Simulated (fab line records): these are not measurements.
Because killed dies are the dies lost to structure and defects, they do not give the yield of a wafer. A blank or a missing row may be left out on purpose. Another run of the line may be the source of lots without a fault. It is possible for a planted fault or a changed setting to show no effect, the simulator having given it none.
Chamber matching | flow nandHarc | NHARC_A_CHANNEL_HOLE_D1_ETCH_44 on rieDiel-07: 4 sister chambers
The step etches the open film in CF4/O2, target depth 140 nm, overetch 14 nm, time 77 s. 4 wafers are shown with their chamber, then 8 later ones without.

## WAFERS WITH THEIR CHAMBER
wafer  | chamber | showerheadPlenumPTorr (Torr)
L971.2 | 3       | 1.38
L971.3 | 1       | 1.26
L974.4 | 2       | 1.38
L983.1 | 0       | 1.35

## WAFERS WHOSE CHAMBER IS MISSING
wafer  | showerheadPlenumPTorr (Torr)
L983.3 | 1.37
L983.5 | 1.37
L987.2 | 1.35
L987.5 | 1.37
L987.6 | 1.35
L988.3 | 1.37
L988.4 | 1.25
L988.6 | 1.25

## CHAMBER TAKEN BY EACH
wafer  | from the rows above          | in truth
L983.3 | can't be placed: 2 or 3 or 0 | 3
L983.5 | can't be placed: 2 or 3 or 0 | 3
L987.2 | 0                            | 0
L987.5 | can't be placed: 2 or 3 or 0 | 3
L987.6 | 0                            | 0
L988.3 | can't be placed: 2 or 3 or 0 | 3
L988.4 | 1                            | 1
L988.6 | 1                            | 1
Placed correctly: 4 of 8. Can't be placed from these rows: 4 (the true chamber is among the candidates in 4). Placed wrongly: 0.
How it was worked out, from the rows above alone: a wafer's distance from a chamber is the root of the sum, over the readings, of the square of ((its reading less the chamber's mean) divided by the reading's scatter). The wafer belongs to the nearest chamber; if the next one is less than 2 further off, it can't be placed. The mean given for a chamber averages the wafers shown for that chamber. The scatter (one wafer shown for each chamber): square how far every hidden wafer sits from the nearest shown wafer, average those squares and take the square root.
